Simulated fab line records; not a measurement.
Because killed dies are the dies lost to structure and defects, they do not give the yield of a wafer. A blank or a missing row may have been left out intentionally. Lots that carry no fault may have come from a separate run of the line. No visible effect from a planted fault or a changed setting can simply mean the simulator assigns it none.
Chamber matching || flow n5Finfet || N5_BEOL_M6_DESCUM_16 on rieDiel-05 has 4 sister chambers
The step chemistry O2, time 7.9 s. 24 wafers are shown with their chamber, then 12 later ones without.

EACH WAFER AND ITS CHAMBER
{"wafer": "L075.3", "chamber": 0, "showerheadPlenumPTorr (Torr)": 2.11, "throttleValvePct (%)": 20.7, "oesProductAu (a.u.)": 0.79}
{"wafer": "L075.4", "chamber": 2, "showerheadPlenumPTorr (Torr)": 2.17, "throttleValvePct (%)": 20.2, "oesProductAu (a.u.)": 0.74}
{"wafer": "L075.6", "chamber": 0, "showerheadPlenumPTorr (Torr)": 2.11, "throttleValvePct (%)": 20.7, "oesProductAu (a.u.)": 0.78}
{"wafer": "L078.1", "chamber": 1, "showerheadPlenumPTorr (Torr)": 2.12, "throttleValvePct (%)": 20.6, "oesProductAu (a.u.)": 0.82}
{"wafer": "L078.3", "chamber": 0, "showerheadPlenumPTorr (Torr)": 2.11, "throttleValvePct (%)": 20.7, "oesProductAu (a.u.)": 0.78}
{"wafer": "L078.6", "chamber": 2, "showerheadPlenumPTorr (Torr)": 2.17, "throttleValvePct (%)": 20.2, "oesProductAu (a.u.)": 0.73}
{"wafer": "L080.1", "chamber": 1, "showerheadPlenumPTorr (Torr)": 2.12, "throttleValvePct (%)": 20.6, "oesProductAu (a.u.)": 0.81}
{"wafer": "L080.2", "chamber": 2, "showerheadPlenumPTorr (Torr)": 2.17, "throttleValvePct (%)": 20.2, "oesProductAu (a.u.)": 0.72}
{"wafer": "L080.4", "chamber": 0, "showerheadPlenumPTorr (Torr)": 2.10, "throttleValvePct (%)": 20.7, "oesProductAu (a.u.)": 0.77}
{"wafer": "L082.1", "chamber": 0, "showerheadPlenumPTorr (Torr)": 2.10, "throttleValvePct (%)": 20.7, "oesProductAu (a.u.)": 0.78}
{"wafer": "L082.2", "chamber": 2, "showerheadPlenumPTorr (Torr)": 2.17, "throttleValvePct (%)": 20.2, "oesProductAu (a.u.)": 0.72}
{"wafer": "L082.3", "chamber": 3, "showerheadPlenumPTorr (Torr)": 2.22, "throttleValvePct (%)": 20.4, "oesProductAu (a.u.)": 0.80}
{"wafer": "L083.3", "chamber": 1, "showerheadPlenumPTorr (Torr)": 2.11, "throttleValvePct (%)": 20.7, "oesProductAu (a.u.)": 0.81}
{"wafer": "L083.4", "chamber": 0, "showerheadPlenumPTorr (Torr)": 2.10, "throttleValvePct (%)": 20.8, "oesProductAu (a.u.)": 0.77}
{"wafer": "L083.5", "chamber": 1, "showerheadPlenumPTorr (Torr)": 2.11, "throttleValvePct (%)": 20.7, "oesProductAu (a.u.)": 0.81}
{"wafer": "L084.3", "chamber": 1, "showerheadPlenumPTorr (Torr)": 2.11, "throttleValvePct (%)": 20.6, "oesProductAu (a.u.)": 0.81}
{"wafer": "L084.4", "chamber": 3, "showerheadPlenumPTorr (Torr)": 2.22, "throttleValvePct (%)": 20.4, "oesProductAu (a.u.)": 0.79}
{"wafer": "L084.6", "chamber": 1, "showerheadPlenumPTorr (Torr)": 2.11, "throttleValvePct (%)": 20.7, "oesProductAu (a.u.)": 0.81}
{"wafer": "L086.2", "chamber": 3, "showerheadPlenumPTorr (Torr)": 2.22, "throttleValvePct (%)": 20.4, "oesProductAu (a.u.)": 0.78}
{"wafer": "L086.3", "chamber": 2, "showerheadPlenumPTorr (Torr)": 2.16, "throttleValvePct (%)": 20.2, "oesProductAu (a.u.)": 0.71}
{"wafer": "L086.5", "chamber": 3, "showerheadPlenumPTorr (Torr)": 2.22, "throttleValvePct (%)": 20.4, "oesProductAu (a.u.)": 0.78}
{"wafer": "L085.2", "chamber": 1, "showerheadPlenumPTorr (Torr)": 2.11, "throttleValvePct (%)": 20.7, "oesProductAu (a.u.)": 0.80}
{"wafer": "L085.4", "chamber": 0, "showerheadPlenumPTorr (Torr)": 2.10, "throttleValvePct (%)": 20.8, "oesProductAu (a.u.)": 0.77}
{"wafer": "L085.5", "chamber": 3, "showerheadPlenumPTorr (Torr)": 2.22, "throttleValvePct (%)": 20.4, "oesProductAu (a.u.)": 0.78}

SIGNATURES, as means of the wafers listed above
{"reading": "showerheadPlenumPTorr", "chamber 0": 2.1043, "chamber 1": 2.1129, "chamber 2": 2.1680, "chamber 3": 2.2200, "scatter within a chamber": 0.00444}
{"reading": "throttleValvePct", "chamber 0": 20.729, "chamber 1": 20.657, "chamber 2": 20.200, "chamber 3": 20.400, "scatter within a chamber": 0.0396}
{"reading": "oesProductAu", "chamber 0": 0.7771, "chamber 1": 0.8100, "chamber 2": 0.7240, "chamber 3": 0.7860, "scatter within a chamber": 0.00832}
Rule: for a wafer and a chamber, the distance is found by dividing, reading by reading, the gap between the wafer's reading and the chamber's mean by the reading's scatter, squaring, summing and taking the root. The wafer belongs to the nearest chamber; if the next one is less than 2 further off, it can't be placed. The scatter is the square root of a quotient: the sum, over the shown wafers, of each reading's squared deviation from its chamber's mean, divided by wafers minus chambers.

WAFERS WHOSE CHAMBER IS MISSING
{"wafer": "L087.3", "showerheadPlenumPTorr (Torr)": 2.22, "throttleValvePct (%)": 20.4, "oesProductAu (a.u.)": 0.78}
{"wafer": "L087.4", "showerheadPlenumPTorr (Torr)": 2.11, "throttleValvePct (%)": 20.7, "oesProductAu (a.u.)": 0.80}
{"wafer": "L087.5", "showerheadPlenumPTorr (Torr)": 2.22, "throttleValvePct (%)": 20.4, "oesProductAu (a.u.)": 0.78}
{"wafer": "L089.1", "showerheadPlenumPTorr (Torr)": 2.16, "throttleValvePct (%)": 20.2, "oesProductAu (a.u.)": 0.71}
{"wafer": "L089.5", "showerheadPlenumPTorr (Torr)": 2.22, "throttleValvePct (%)": 20.4, "oesProductAu (a.u.)": 0.79}
{"wafer": "L089.6", "showerheadPlenumPTorr (Torr)": 2.10, "throttleValvePct (%)": 20.8, "oesProductAu (a.u.)": 0.75}
{"wafer": "L091.1", "showerheadPlenumPTorr (Torr)": 2.10, "throttleValvePct (%)": 20.8, "oesProductAu (a.u.)": 0.75}
{"wafer": "L091.2", "showerheadPlenumPTorr (Torr)": 2.16, "throttleValvePct (%)": 20.2, "oesProductAu (a.u.)": 0.71}
{"wafer": "L091.6", "showerheadPlenumPTorr (Torr)": 2.11, "throttleValvePct (%)": 20.7, "oesProductAu (a.u.)": 0.80}
{"wafer": "L095.2", "showerheadPlenumPTorr (Torr)": 2.09, "throttleValvePct (%)": 20.8, "oesProductAu (a.u.)": 0.76}
{"wafer": "L095.3", "showerheadPlenumPTorr (Torr)": 2.15, "throttleValvePct (%)": 20.2, "oesProductAu (a.u.)": 0.71}
{"wafer": "L095.5", "showerheadPlenumPTorr (Torr)": 2.15, "throttleValvePct (%)": 20.2, "oesProductAu (a.u.)": 0.70}

WHICH CHAMBER EACH WENT THROUGH
{"wafer": "L087.3", "from the rows above": 3, "in truth": 3}
{"wafer": "L087.4", "from the rows above": "can't be placed: 1 or 0", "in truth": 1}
{"wafer": "L087.5", "from the rows above": 3, "in truth": 3}
{"wafer": "L089.1", "from the rows above": 2, "in truth": 2}
{"wafer": "L089.5", "from the rows above": 3, "in truth": 3}
{"wafer": "L089.6", "from the rows above": 0, "in truth": 0}
{"wafer": "L091.1", "from the rows above": 0, "in truth": 0}
{"wafer": "L091.2", "from the rows above": 2, "in truth": 2}
{"wafer": "L091.6", "from the rows above": "can't be placed: 1 or 0", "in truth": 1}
{"wafer": "L095.2", "from the rows above": 0, "in truth": 0}
{"wafer": "L095.3", "from the rows above": 2, "in truth": 2}
{"wafer": "L095.5", "from the rows above": 2, "in truth": 2}
Correct placement for 10 of the 12. Not placeable from these rows: 2 (in 2, the candidates include the true chamber). Number placed wrongly: 0.
